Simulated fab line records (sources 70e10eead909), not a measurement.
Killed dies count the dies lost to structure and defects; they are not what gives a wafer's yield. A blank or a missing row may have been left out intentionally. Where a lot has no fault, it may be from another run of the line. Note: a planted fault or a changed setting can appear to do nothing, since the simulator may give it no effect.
Chamber matching / flow nandHarc / NHARC_A_STAIRCASE_CMP_152 on cmp-02: 4 sister chambers
The step polishes. 8 wafers are shown with their chamber, then 10 later ones without.

## WAFERS WITH THEIR CHAMBER
wafer=L079.1; chamber=3; motorCurrentA (A)=11.5; slurryFlowMlMin=149.7
wafer=L079.2; chamber=1; motorCurrentA (A)=11.6; slurryFlowMlMin=149.7
wafer=L079.6; chamber=0; motorCurrentA (A)=12.1; slurryFlowMlMin=149.3
wafer=L087.2; chamber=1; motorCurrentA (A)=11.1; slurryFlowMlMin=149.7
wafer=L087.3; chamber=2; motorCurrentA (A)=14.7; slurryFlowMlMin=149.9
wafer=L087.4; chamber=0; motorCurrentA (A)=12.0; slurryFlowMlMin=151.2
wafer=L090.2; chamber=3; motorCurrentA (A)=10.1; slurryFlowMlMin=150.4
wafer=L090.4; chamber=2; motorCurrentA (A)=14.6; slurryFlowMlMin=150.2

## WAFERS WITH NO CHAMBER GIVEN
wafer=L090.5; motorCurrentA (A)=13.9; slurryFlowMlMin=149.9
wafer=L092.1; motorCurrentA (A)=14.9; slurryFlowMlMin=150.1
wafer=L092.3; motorCurrentA (A)=11.2; slurryFlowMlMin=150.6
wafer=L092.5; motorCurrentA (A)=11.6; slurryFlowMlMin=149.9
wafer=L093.1; motorCurrentA (A)=10.9; slurryFlowMlMin=150.2
wafer=L093.3; motorCurrentA (A)=10.9; slurryFlowMlMin=150.3
wafer=L093.4; motorCurrentA (A)=11.1; slurryFlowMlMin=150.5
wafer=L094.1; motorCurrentA (A)=11.1; slurryFlowMlMin=149.5
wafer=L094.2; motorCurrentA (A)=14.2; slurryFlowMlMin=150.7
wafer=L094.5; motorCurrentA (A)=11.2; slurryFlowMlMin=149.8

## WHICH CHAMBER EACH WENT THROUGH
wafer=L090.5; from the rows above=2; in truth=2
wafer=L092.1; from the rows above=2; in truth=2
wafer=L092.3; from the rows above=can't be placed: 3 or 1 or 0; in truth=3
wafer=L092.5; from the rows above=can't be placed: 1 or 0 or 3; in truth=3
wafer=L093.1; from the rows above=can't be placed: 3 or 1 or 0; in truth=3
wafer=L093.3; from the rows above=can't be placed: 3 or 1 or 0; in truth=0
wafer=L093.4; from the rows above=can't be placed: 3 or 1 or 0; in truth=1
wafer=L094.1; from the rows above=can't be placed: 1 or 3 or 0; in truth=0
wafer=L094.2; from the rows above=2; in truth=2
wafer=L094.5; from the rows above=can't be placed: 1 or 3 or 0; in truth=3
Correct placement for 3 of the 10. These rows do not allow placing 7 (true chamber among the candidates in 7). Number placed wrongly: 0.
How it was worked out, from the rows above alone: a wafer's distance from a chamber is the root of the sum, over the readings, of the square of ((its reading less the chamber's mean) divided by the reading's scatter). If the next closest chamber is less than 2 further off than the closest, the wafer can't be placed; otherwise it belongs to the closest. The mean given for a chamber averages the wafers shown for that chamber. How the scatter is found: for the shown wafers, subtract from each reading the mean of its chamber, square and add these, divide the total by (wafers less chambers), then take the root.
